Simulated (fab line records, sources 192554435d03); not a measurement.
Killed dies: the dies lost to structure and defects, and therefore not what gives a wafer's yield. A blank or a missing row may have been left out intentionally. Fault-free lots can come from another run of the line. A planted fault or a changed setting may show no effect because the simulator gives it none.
fab line records	flow n5-finfet
[record] lots = 7	wafers = 39
route steps=1938 shown ZERO_LAYER@16 FIN_SAQP@96 SD_EPI_P@321 SD_ACTIVATION@330 MOL_CONTACT_COAG@584
start-h: start of the lot's first displayed wafer, in hours after the record's first day	wait-h: hours from the lot's prior step to this one	" same as the row above	L1.1+2: several wafers, shown together as one row	- value missing, or start not given	* or withheld: withheld	< > ~ a bound
route shown NAME@n: a module of which the file shows steps, and the number in the route of the first	usual: the fault-free wafers' mean and standard deviation	same: alike in all rows	chamber/n: place in a boat	sites: readings site by site	_std_site: the values' standard deviation	_edge_site: inner sites' mean taken away from outer sites' mean	radius-mm: for every site, how far away it sits from the centre of the wafer	mask NAME#n: copy n	behind: the most recent tool/chamber to have shaped the wafer	hold: the reason the lot was held/the length of the hold in hours/how it ended	device: transistor that didn't switch, given as n, p or np	end of line: tests of these same wafers at the route's end	a step without rows: its recipe alone	killed: dies that structure and defects cost at the first sort, which is not the same as the wafer's yield	map: per-die view of a wafer (x killed, . not killed, _ where there is no die)
set.NAME: setting as actually run; set.NAME@STEP: the setting as run at that earlier step	model.NAME: the simulator's own value behind a step, which no gauge read
one table per step and one row per wafer, for lots whose settings were changed on purpose
[[steps]]
[step N5_ZERO_LAYER_ETCH_18]
[recipe] chemistry = HBr/Cl2	target = Si	target-depth-a = 1200	time-s = 40	pressure-mtorr = 10	icp-w = 800	bias-w = 75	HBr_flow_sccm = 150	Cl2_flow_sccm = 80
lot.wafer	tool	chamber	start-h	wait-h	set.target-depth-a	model.etch.depth-nm	model.ZERO_LAYER.feature-depth-nm	model.coat_of_ZERO_LAYER_COAT_05.thk-nm
L079.1	rie-si-03	2	42.94	0.0	1200	118.6	118.6	936.2
L079.5	"	0	"	"	1200	119.8	119.8	935.3
L079.6	"	1	"	"	1200	116.7	116.7	937.8
L081.1	rie-si-01	2	55.07	0.0	1200	117.9	117.9	931.8
L081.2	"	0	"	"	1200	114.7	114.7	935.2
L081.3	"	1	"	"	1200	118.4	118.4	934
L081.4	"	3	"	"	1200	119.7	119.7	931.8
L081.5	"	2	"	"	1200	117.6	117.6	932.2
L081.6	"	3	"	"	1200	118.6	118.6	932.3
L082.1	rie-si-06	2	61.37	0.0	1200	124.8	124.8	930.3
L082.2	"	1	"	"	800.3	81.34	81.34	943
L082.3	"	0	"	"	1200	123.9	123.9	928.7
L082.4	"	1	"	"	800.3	81.86	81.86	944
L082.5	"	0	"	"	1200	123.7	123.7	930.9
L082.6	"	2	"	"	800.3	82.95	82.95	945.7
L084.1	rie-si-06	3	72.91	0.0	1565	154	154	916.1
L084.2	"	2	"	"	1200	122.9	122.9	924.9
L084.3	"	1	"	"	1200	122.7	122.7	927.3
L084.4	"	0	"	"	1565	159.8	159.8	913.1
L084.5	"	1	"	"	1565	158.7	158.7	914.5
L084.6	"	0	"	"	1200	123.4	123.4	927.4
L087.1	rie-si-06	2	90.91	0.0	1200	123.7	123.7	928.4
L087.2	"	0	"	"	1200	124.6	124.6	925.8
L087.3	"	1	"	"	899.4	92.11	92.11	936
L087.4	"	3	"	"	899.4	88.76	88.76	943.1
L087.5	"	1	"	"	899.4	92.43	92.43	935.6
L087.6	"	0	"	"	1200	123.7	123.7	928.5
L091.1	rie-si-03	0	115.10	0.0	568.4	56.95	56.95	953.3
L091.2	"	3	"	"	1200	121.8	121.8	929.4
L091.3	"	1	"	"	1200	116.2	116.2	932.7
L091.4	"	2	"	"	568.4	55.68	55.68	952
L091.5	"	0	"	"	568.4	56.39	56.39	952.4
L091.6	"	1	"	"	1200	116.1	116.1	930.9
L096.1	rie-si-03	3	144.92	0.0	674.5	67.46	67.46	947.3
L096.2	"	0	"	"	674.5	65.56	65.56	946.6
L096.3	"	2	"	"	1200	114.6	114.6	933
L096.4	"	1	"	"	1200	115.2	115.2	934.4
L096.5	"	3	"	"	1200	119.9	119.9	931.3
L096.6	"	0	"	"	674.5	66.43	66.43	947.9
[step N5_ZERO_LAYER_STRIP_24]
[recipe] chemistry = O2	power-w = 1000	temp-c = 250	overash-fraction = 0.3	pressure-mtorr = 1000	o2-flow-sccm = 6750
[usual] strip-time-to-endpoint-s = 43.85/0.096
lot.wafer	tool	chamber	start-h	wait-h	set.target-depth-a@ZERO_LAYER_ETCH_18	strip-time-to-endpoint-s
L079.1	plasma-asher-02	1	43.04	0.1	1200	44.02
L079.5	"	0	"	"	1200	43.99
L079.6	"	1	"	"	1200	44.08
L081.1	plasma-asher-01	0	55.17	0.1	1200	43.87
L081.2	"	1	"	"	1200	43.98
L081.3	"	0	"	"	1200	43.97
L081.4	"	1	"	"	1200	43.90
L081.5	"	0	"	"	1200	43.89
L081.6	"	1	"	"	1200	43.92
L082.1	plasma-asher-01	0	61.47	0.1	1200	43.84
L082.2	"	1	"	"	800.3	44.21
L082.3	"	0	"	"	1200	43.80
L082.4	"	1	"	"	800.3	44.25
L082.5	"	1	"	"	1200	43.86
L082.6	"	0	"	"	800.3	44.30
L084.1	plasma-asher-01	0	73.02	0.1	1565	43.41
L084.2	"	1	"	"	1200	43.69
L084.3	"	1	"	"	1200	43.76
L084.4	"	0	"	"	1565	43.33
L084.5	"	1	"	"	1565	43.37
L084.6	"	0	"	"	1200	43.74
L087.1	plasma-asher-01	0	91.02	0.1	1200	43.79
L087.2	"	1	"	"	1200	43.71
L087.3	"	0	"	"	899.4	44.01
L087.4	"	1	"	"	899.4	44.24
L087.5	"	0	"	"	899.4	43.99
L087.6	"	1	"	"	1200	43.77
L091.1	plasma-asher-01	1	115.20	0.1	568.4	44.52
L091.2	"	0	"	"	1200	43.82
L091.3	"	0	"	"	1200	43.91
L091.4	"	1	"	"	568.4	44.49
L091.5	"	1	"	"	568.4	44.53
L091.6	"	0	"	"	1200	43.86
L096.1	plasma-asher-01	1	145.02	0.1	674.5	44.34
L096.2	"	0	"	"	674.5	44.34
L096.3	"	0	"	"	1200	43.94
L096.4	"	1	"	"	1200	43.99
L096.5	"	1	"	"	1200	43.90
L096.6	"	0	"	"	674.5	44.36
[step N5_FIN_SAQP_HM_DEP_03]
[recipe] material = SiNx	target-thk-a = 380	temp-c = 400	precursor = SiH4/NH3/N2	pressure-torr = 1.5	rf-w = 300	time-s = 33.6
lot.wafer	tool	chamber	start-h	wait-h	set.target-thk-a	model.SiNx_of_FIN_SAQP_HM_DEP_03.thk-nm
L079.1	pecvd-04	1	51.11	0.2	380	38.38
L079.5	"	0	"	"	380	37.61
L079.6	"	1	"	"	380	38.31
L081.1	pecvd-03	0	63.24	0.2	380	37.99
L081.2	"	1	"	"	380	37.84
L081.3	"	2	"	"	380	37.67
L081.4	"	2	"	"	380	38.66
L081.5	"	1	"	"	380	38.73
L081.6	"	0	"	"	380	38.86
L082.1	pecvd-03	2	70.60	0.2	380	37.76
L082.2	"	0	"	"	202.1	20.16
L082.3	"	1	"	"	202.1	20.11
L082.4	"	0	"	"	380	38.11
L082.5	"	1	"	"	202.1	19.85
L082.6	"	2	"	"	380	37.51
L084.1	pecvd-03	1	81.24	0.2	510.6	50.99
L084.2	"	0	"	"	510.6	50.8
L084.3	"	2	"	"	380	37.18
L084.4	"	0	"	"	510.6	51.48
L084.5	"	2	"	"	380	37.94
L084.6	"	1	"	"	380	38.21
L087.1	pecvd-03	0	102.03	0.2	380	37.66
L087.2	"	1	"	"	208.1	20.33
L087.3	"	2	"	"	380	37.42
L087.4	"	1	"	"	380	37.94
L087.5	"	0	"	"	208.1	21
L087.6	"	2	"	"	208.1	20.26
L091.1	pecvd-01	2	123.82	0.2	306.5	30.3
L091.2	"	1	"	"	306.5	30.76
L091.3	"	0	"	"	380	38.03
L091.4	"	1	"	"	306.5	31.31
L091.5	"	0	"	"	380	37.81
L091.6	"	2	"	"	380	38.45
L096.1	pecvd-04	0	153.31	0.2	586.2	57.31
L096.2	"	1	"	"	380	37.95
L096.3	"	2	"	"	380	37.59
L096.4	"	1	"	"	586.2	59
L096.5	"	2	"	"	380	38.03
L096.6	"	0	"	"	586.2	58.33
[step N5_FIN_SAQP_THK_MEAS_05]
[usual] thk-nm = 37.9/0.5
lot.wafer	tool	chamber	start-h	wait-h	set.target-thk-a@FIN_SAQP_HM_DEP_03	thk-nm
L079.1	film-metro-02	-	51.20	0.1	380	38.3
L079.5	"	-	"	"	380	37.6
L079.6	"	-	"	"	380	38.3
L081.1	film-metro-02	-	63.32	0.1	380	38.0
L081.2	"	-	"	"	380	37.9
L081.3	"	-	"	"	380	37.7
L081.4	"	-	"	"	380	38.7
L081.5	"	-	"	"	380	38.8
L081.6	"	-	"	"	380	38.9
L082.1	film-metro-01	-	70.69	0.1	380	37.8
L082.2	"	-	"	"	202.1	20.2
L082.3	"	-	"	"	202.1	20.1
L082.4	"	-	"	"	380	38.1
L082.5	"	-	"	"	202.1	19.9
L082.6	"	-	"	"	380	37.5
L084.1	film-metro-02	-	81.33	0.1	510.6	51.0
L084.2	"	-	"	"	510.6	50.8
L084.3	"	-	"	"	380	37.2
L084.4	"	-	"	"	510.6	51.5
L084.5	"	-	"	"	380	37.9
L084.6	"	-	"	"	380	38.3
L087.1	film-metro-01	-	102.12	0.1	380	37.7
L087.2	"	-	"	"	208.1	20.3
L087.3	"	-	"	"	380	37.4
L087.4	"	-	"	"	380	37.9
L087.5	"	-	"	"	208.1	21.0
L087.6	"	-	"	"	208.1	20.2
L091.1	film-metro-02	-	123.90	0.1	306.5	30.2
L091.2	"	-	"	"	306.5	30.8
L091.3	"	-	"	"	380	38.0
L091.4	"	-	"	"	306.5	31.3
L091.5	"	-	"	"	380	37.8
L091.6	"	-	"	"	380	38.4
L096.1	film-metro-01	-	153.39	0.1	586.2	57.3
L096.2	"	-	"	"	380	37.9
L096.3	"	-	"	"	380	37.6
L096.4	"	-	"	"	586.2	59.0
L096.5	"	-	"	"	380	38.0
L096.6	"	-	"	"	586.2	58.3
[step N5_FIN_SAQP_PECVD_47]
[recipe] material = a-Si	target-thk-a = 450	temp-c = 400	precursor = SiH4/He	pressure-torr = 3	rf-w = 100	time-s = 36.3
[step N5_FIN_SAQP_PECVD_48]
[recipe] material = SiNx	target-thk-a = 250	temp-c = 400	precursor = SiH4/NH3/N2	pressure-torr = 1.5	rf-w = 300	time-s = 22.1
[step N5_FIN_SAQP_MANDREL2_REMOVE_60]
[recipe] chemistry = HBr/Cl2/O2	bt-time-s = 10	target = a-Si	stop-on = SiNx	endpoint = OES-SiCl	over-etch-frac = 1	icp-w = 600	bias-w = 22	HBr_flow_sccm = 150	Cl2_flow_sccm = 80	O2_flow_sccm = 5	pressure-mtorr = 10
[step N5_FIN_SAQP_HM_OPEN_33]
[recipe] chemistry = CH3F/O2	target = SiNx	mask-material = SiO2	target-depth-a = 494	time-s = 70.6	pressure-mtorr = 30	source-w = 395	bias-w = 73	Ar_flow_sccm = 150	CH3F_flow_sccm = 30	O2_flow_sccm = 20	ion-energy-ev = 120	ends = cleared
[usual] etch-rf-on-time-s = 69.7/1.4
lot.wafer	tool	chamber	start-h	wait-h	set.target-thk-a@FIN_SAQP_HM_DEP_03	etch-rf-on-time-s	model.etch.depth-nm
L079.1	rie-diel-06	1	55.60	0.0	380	69.2	37.63
L079.5	"	2	"	"	380	69.6	36.87
L079.6	"	1	"	"	380	68.9	37.55
L081.1	rie-diel-03	1	67.79	0.0	380	71.2	37.36
L081.2	"	3	"	"	380	71.2	37.21
L081.3	"	0	"	"	380	69.9	37.04
L081.4	"	2	"	"	380	71.1	38.03
L081.5	"	3	"	"	380	73.1	38.1
L081.6	"	0	"	"	380	72.1	38.23
L082.1	rie-diel-06	3	76.71	0.0	380	70.8	37.13
L082.2	"	1	"	"	202.1	35.9	19.54
L082.3	"	2	"	"	202.1	36.6	19.48
L082.4	"	0	"	"	380	70.3	37.48
L082.5	"	2	"	"	202.1	36.1	19.23
L082.6	"	3	"	"	380	70.0	36.88
L084.1	rie-diel-01	1	86.73	0.0	510.6	92.5	50.37
L084.2	"	0	"	"	510.6	93.8	50.17
L084.3	"	3	"	"	380	66.4	36.55
L084.4	"	2	"	"	510.6	96.5	50.86
L084.5	"	3	"	"	380	67.9	37.32
L084.6	"	0	"	"	380	70.6	37.58
L087.1	rie-diel-06	1	106.96	0.2	380	67.5	36.75
L087.2	"	2	"	"	208.1	36.5	19.7
L087.3	"	0	"	"	380	68.7	36.65
L087.4	"	0	"	"	380	70.2	37.19
L087.5	"	2	"	"	208.1	37.9	20.25
L087.6	"	1	"	"	208.1	35.3	19.34
L091.1	rie-diel-03	1	128.82	0.0	306.5	56.4	29.67
L091.2	"	0	"	"	306.5	56.3	30.04
L091.3	"	3	"	"	380	71.8	37.4
L091.4	"	0	"	"	306.5	58.2	30.67
L091.5	"	3	"	"	380	70.8	37.09
L091.6	"	1	"	"	380	71.4	37.82
L096.1	rie-diel-06	0	158.83	0.0	586.2	106.5	56.55
L096.2	"	3	"	"	380	68.2	37.33
L096.3	"	1	"	"	380	67.3	36.68
L096.4	"	2	"	"	586.2	108.0	58.25
L096.5	"	1	"	"	380	68.9	37.4
L096.6	"	0	"	"	586.2	108.7	57.42
[step N5_SD_EPI_P_EPI_21]
[recipe] material = SiGe:B	dopant = B	temp-c = 550	pressure-torr = 20	ambient = H2	time-s = 355
lot.wafer	tool	chamber	start-h	wait-h	set.time-s	model.SiGe-B_of_SD_EPI_P_EPI_21.thk-nm
L079.1	epi-rpcvd-03	0	86.75	0.1	355	60.6
L079.5	"	0	88.19	1.5	355	61.2
L079.6	"	0	"	"	355	60.4
L081.1+6	epi-rpcvd-03	0	98.34	0.1	355	58.8
L081.2	"	0	"	"	355	58.6
L081.3	"	0	"	"	355	59.2
L081.4	"	0	"	"	355	59
L081.5	"	0	"	"	355	59.6
L082.1	epi-rpcvd-04	0	107.46	0.1	355	62.2
L082.2	"	0	"	"	436.6	70
L082.3	"	0	"	"	436.6	71.2
L082.4+5	"	0	"	"	355	61.6
L082.6	"	0	"	"	436.6	69.8
L084.1+6	epi-rpcvd-01	0	118.46	0.1	355	60.6
L084.2	"	0	"	"	539.1	81.4
L084.3	"	0	"	"	539.1	81
L084.4	"	0	"	"	355	61
L084.5	"	0	"	"	539.1	80.2
L087.1	epi-rpcvd-01	0	136.80	0.1	272.2	50.6
L087.2	"	0	"	"	355	59.6
L087.3	"	0	"	"	272.2	49.4
L087.4	"	0	"	"	355	59.4
L087.5	"	0	"	"	272.2	50.2
L087.6	"	0	"	"	355	60.2
L091.1	epi-rpcvd-04	0	157.26	0.2	201.5	38.2
L091.2	"	0	"	"	355	62
L091.3	"	0	"	"	201.5	37.8
L091.4	"	0	"	"	355	61.8
L091.5	"	0	"	"	201.5	38
L091.6	"	0	"	"	355	61.2
L096.1	epi-rpcvd-01	0	187.17	0.1	355	61.6
L096.2	"	0	"	"	355	60.8
L096.3	"	0	"	"	355	61.4
L096.4	"	0	"	"	277.8	52
L096.5	"	0	"	"	277.8	52.4
L096.6	"	0	"	"	277.8	52.6
[step N5_SD_EPI_P_EPI_MEAS_23]
[recipe] mode = xrd
[usual] thk-nm = 60.8/1.3
lot.wafer	tool	chamber	start-h	wait-h	set.time-s@SD_EPI_P_EPI_21	thk-nm
L079.1	film-metro-01	-	88.95	1.8	355	61.7
L079.5	"	-	"	"	355	60.8
L079.6	"	-	"	"	355	60.8
L081.1	film-metro-02	-	100.54	1.8	355	58.2
L081.2	"	-	"	"	355	60.6
L081.3	"	-	"	"	355	59.3
L081.4	"	-	"	"	355	57.6
L081.5	"	-	"	"	355	59.6
L081.6	"	-	"	"	355	60.3
L082.1	film-metro-02	-	109.65	1.8	355	60.9
L082.2	"	-	"	"	436.6	69.3
L082.3	"	-	"	"	436.6	71.0
L082.4	"	-	"	"	355	64.1
L082.5	"	-	"	"	355	62.7
L082.6	"	-	"	"	436.6	69.4
L084.1	film-metro-02	-	120.65	1.8	355	61.8
L084.2	"	-	"	"	539.1	79.0
L084.3	"	-	"	"	539.1	80.8
L084.4	"	-	"	"	355	60.3
L084.5	"	-	"	"	539.1	80.5
L084.6	"	-	"	"	355	61.6
L087.1	film-metro-02	-	139.00	1.9	272.2	51.0
L087.2	"	-	"	"	355	59.6
L087.3	"	-	"	"	272.2	49.8
L087.4	"	-	"	"	355	58.5
L087.5	"	-	"	"	272.2	49.0
L087.6	"	-	"	"	355	60.3
L091.1	film-metro-01	-	160.18	2.5	201.5	37.0
L091.2	"	-	"	"	355	61.0
L091.3	"	-	"	"	201.5	37.7
L091.4	"	-	"	"	355	60.8
L091.5	"	-	"	"	201.5	40.7
L091.6	"	-	"	"	355	62.3
L096.1	film-metro-01	-	189.38	1.9	355	62.3
L096.2	"	-	"	"	355	61.6
L096.3	"	-	"	"	355	60.5
L096.4	"	-	"	"	277.8	52.7
L096.5	"	-	"	"	277.8	51.1
L096.6	"	-	"	"	277.8	52.3
[step N5_SD_EPI_P_HM_STRIP_48]
[recipe] chemistry = H3PO4	temp-c = 160	material = SiNx	target = SiNx	target-depth-a = 30	overetch-fraction = 0.3
[step N5_SD_EPI_P_SRD_49]
[recipe] dry = ipa-marangoni	time-s = 30	temp-c = 23	rinse-liquid = diw
[step N5_SD_ACTIVATION_RTA_00]
[recipe] temp-c = 975	time-s = 0	ambient = N2	idle-temp-c = 600	ramp-up-c-per-s = 150	ramp-down-c-per-s = 60	cool-to-c = 600
[step N5_SD_ACTIVATION_LSA_01]
[recipe] temp-c = 1080	time-s = 0.0008	ambient = N2
[step N5_SD_ACTIVATION_RS_MEAS_03]
[recipe] thk-meas-gauge = four-point-probe
[usual] RS_SD_N = 21.92/0.28	RS_SD_P = 56.3/1.1
lot.wafer	tool	chamber	start-h	wait-h	set.time-s@SD_EPI_P_EPI_21	RS_SD_N[ohm/sq]	RS_SD_P[ohm/sq]
L079.1	film-metro-02	-	89.55	0.2	355	21.54	55.3
L079.5	"	-	"	"	355	21.62	54.3
L079.6	"	-	"	"	355	21.93	55.9
L081.1	film-metro-01	-	101.59	0.2	355	21.69	58.3
L081.2	"	-	"	"	355	21.87	58.3
L081.3	"	-	"	"	355	21.64	57.9
L081.4	"	-	"	"	355	21.44	58.2
L081.5	"	-	"	"	355	21.96	57.1
L081.6	"	-	"	"	355	21.65	58.1
L082.1	film-metro-02	-	110.40	0.2	355	21.99	56.3
L082.2	"	-	"	"	436.6	22.08	49.7
L082.3	"	-	"	"	436.6	21.90	49.2
L082.4	"	-	"	"	355	22.10	57.4
L082.5	"	-	"	"	355	21.61	57.0
L082.6	"	-	"	"	436.6	21.73	50.0
L084.1	film-metro-01	-	121.51	0.2	355	21.76	56.2
L084.2	"	-	"	"	539.1	21.59	42.5
L084.3	"	-	"	"	539.1	21.67	42.1
L084.4	"	-	"	"	355	21.72	56.0
L084.5	"	-	"	"	539.1	21.90	42.7
L084.6	"	-	"	"	355	21.81	56.4
L087.1	film-metro-02	-	139.65	0.2	272.2	22.09	67.6
L087.2	"	-	"	"	355	22.26	57.5
L087.3	"	-	"	"	272.2	21.66	69.4
L087.4	"	-	"	"	355	21.79	57.8
L087.5	"	-	"	"	272.2	22.26	69.2
L087.6	"	-	"	"	355	22.10	57.7
L091.1	film-metro-01	-	162.08	0.2	201.5	22.09	89.2
L091.2	"	-	"	"	355	21.83	55.3
L091.3	"	-	"	"	201.5	21.87	90.7
L091.4	"	-	"	"	355	22.07	55.6
L091.5	"	-	"	"	201.5	22.43	89.7
L091.6	"	-	"	"	355	21.92	55.8
L096.1	film-metro-02	-	190.09	0.2	355	22.27	55.9
L096.2	"	-	"	"	355	22.31	56.1
L096.3	"	-	"	"	355	22.15	55.8
L096.4	"	-	"	"	277.8	22.02	66.1
L096.5	"	-	"	"	277.8	22.23	65.3
L096.6	"	-	"	"	277.8	22.09	65.3
[step N5_MOL_CONTACT_COAG_ETCHBACK_135]
[recipe] chemistry = CHF3	target = SiO2	target-depth-a = 250	time-s = 16.7	ion-energy-ev = 200	pressure-mtorr = 30	source-w = 610	bias-w = 170	Ar_flow_sccm = 200	CHF3_flow_sccm = 50
lot.wafer	tool	chamber	start-h	wait-h	set.time-s	model.SOC_of_MOL_CONTACT_COAG_COAT_75.thk-nm
L079.1	rie-diel-01	0	131.88	0.0	16.7	57.2
L079.5	"	2	"	"	16.7	57.4
L079.6	"	1	"	"	16.7	57.6
L081.1+4+6	rie-diel-03	2,0,1	144.70	0.0	12.35	58.2
L081.2+5	"	3,0	"	"	16.7	57.6
L081.3	"	1	"	"	16.7	57.4
L082.1+2	rie-diel-06	3,2	150.71	0.0	16.7	57.4
L082.3+5+6	"	1,3,0	"	"	23.84	56.4
L082.4	"	0	"	"	16.7	57.6
L084.1+2	rie-diel-06	3,2	162.86	0.0	21.02	56.6
L084.3	"	1	"	"	21.02	56.4
L084.4+5+6	"	0,0,3	"	"	16.7	57.2
L087.1+3+5	rie-diel-06	0,3,0	185.26	0.0	16.7	57.4
L087.2+4	"	1,3	"	"	16.7	57.2
L087.6	"	1	"	"	16.7	57.6
L091.1+3+6	rie-diel-01	2,0,0	208.85	0.0	16.7	57.6
L091.2+4+5	"	3,1,3	"	"	16.7	57.4
L096.1+5+6	rie-diel-03	1,3,2	229.96	0.0	21.58	56.8
L096.2+3	"	3,0	"	"	16.7	57.8
L096.4	"	2	"	"	16.7	57.6
[step N5_MOL_CONTACT_COAG_STRIP_118]
[recipe] chemistry = CHF3	resist = SiARC	rf-frequency-hz = 6e+07
[step N5_MOL_CONTACT_COAG_VIA_ETCH_46]
[recipe] chemistry = C4F6/O2	target-depth-a = 460	overetch-a = 92	mask-material = SOC	target = SiO2	bias-w = 455	pressure-mtorr = 10	time-s = 40	source-w = 325	Ar_flow_sccm = 300	C4F6_flow_sccm = 10	O2_flow_sccm = 10	ion-energy-ev = 575.3	ends = end-point
lot.wafer	tool	chamber	start-h	wait-h	set.time-s@MOL_CONTACT_COAG_ETCHBACK_135	model.SOC_of_MOL_CONTACT_COAG_COAT_75.thk-nm
L079.1+6	rie-diel-01	0,1	131.91	0.0	16.7	50.8
L079.5	"	2	"	"	16.7	51
L081.1+6	rie-diel-03	2,1	144.74	0.0	12.35	51.8
L081.2+3	"	3,1	"	"	16.7	51
L081.4	"	0	"	"	12.35	51.4
L081.5	"	0	"	"	16.7	50.8
L082.1+2	rie-diel-06	3,2	150.75	0.0	16.7	50.8
L082.3	"	1	"	"	23.84	50
L082.4	"	0	"	"	16.7	51
L082.5+6	"	3,0	"	"	23.84	49.8
L084.1+2	rie-diel-06	3,2	162.90	0.0	21.02	50
L084.3	"	1	"	"	21.02	49.8
L084.4+6	"	0,3	"	"	16.7	50.6
L084.5	"	0	"	"	16.7	50.4
L087.1+5+6	rie-diel-06	0,0,1	185.29	0.0	16.7	50.8
L087.2+4	"	1,3	"	"	16.7	50.6
L087.3	"	3	"	"	16.7	51
L091.1+6	rie-diel-01	2,0	208.89	0.0	16.7	51.2
L091.2	"	3	"	"	16.7	50.8
L091.3	"	0	"	"	16.7	51.4
L091.4	"	1	"	"	16.7	50.6
L091.5	"	3	"	"	16.7	51
L096.1	rie-diel-03	1	229.99	0.0	21.58	50
L096.2	"	3	"	"	16.7	51.2
L096.3	"	0	"	"	16.7	50.8
L096.4	"	2	"	"	16.7	51
L096.5	"	3	"	"	21.58	50.4
L096.6	"	2	"	"	21.58	50.2
[[key]]
[split] step = N5_ZERO_LAYER_ETCH_18	setting = target-depth-a	stated = 1200	by = wafer
[response] step = N5_ZERO_LAYER_ETCH_18	reading = model.etch.depth-nm	change = +1.19	per = 1%	r = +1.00
[response] step = N5_ZERO_LAYER_ETCH_18	reading = model.ZERO_LAYER.feature-depth-nm	change = +1.19	per = 1%	r = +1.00
[response] step = N5_ZERO_LAYER_ETCH_18	reading = model.coat_of_ZERO_LAYER_COAT_05.thk-nm	change = -0.39	per = 1%	r = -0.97
[response] step = N5_ZERO_LAYER_STRIP_24	reading = strip-time-to-endpoint-s	change = *	per = 1%	r = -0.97
[split] step = N5_FIN_SAQP_HM_DEP_03	setting = target-thk-a	stated = 380	by = wafer
[response] step = N5_FIN_SAQP_HM_DEP_03	reading = model.SiNx_of_FIN_SAQP_HM_DEP_03.thk-nm	change = +0.379	per = 1%	r = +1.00
[response] step = N5_FIN_SAQP_THK_MEAS_05	reading = thk-nm	change = *	per = 1%	r = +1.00
[response] step = N5_FIN_SAQP_HM_OPEN_33	reading = etch-rf-on-time-s	change = *	per = 1%	r = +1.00
[response] step = N5_FIN_SAQP_HM_OPEN_33	reading = model.etch.depth-nm	change = +0.378	per = 1%	r = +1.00
[split] step = N5_SD_EPI_P_EPI_21	setting = time-s	stated = 355	by = wafer
[response] step = N5_SD_EPI_P_EPI_21	reading = model.SiGe-B_of_SD_EPI_P_EPI_21.thk-nm	change = +0.44	per = 1%	r = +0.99
[response] step = N5_SD_EPI_P_EPI_MEAS_23	reading = thk-nm	change = *	per = 1%	r = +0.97
[response] step = N5_SD_ACTIVATION_RS_MEAS_03	reading = RS_SD_P	shape = bent	at-lowest = 89.9	at-stated = 56.7	at-highest = 42.4
[split] step = N5_MOL_CONTACT_COAG_ETCHBACK_135	setting = time-s	stated = 16.7	by = wafer
[response] step = N5_MOL_CONTACT_COAG_ETCHBACK_135	reading = model.SOC_of_MOL_CONTACT_COAG_COAT_75.thk-nm	change = -0.0267	per = 1%	r = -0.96
[response] step = N5_MOL_CONTACT_COAG_VIA_ETCH_46	reading = model.SOC_of_MOL_CONTACT_COAG_COAT_75.thk-nm	change = -0.025	per = 1%	r = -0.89
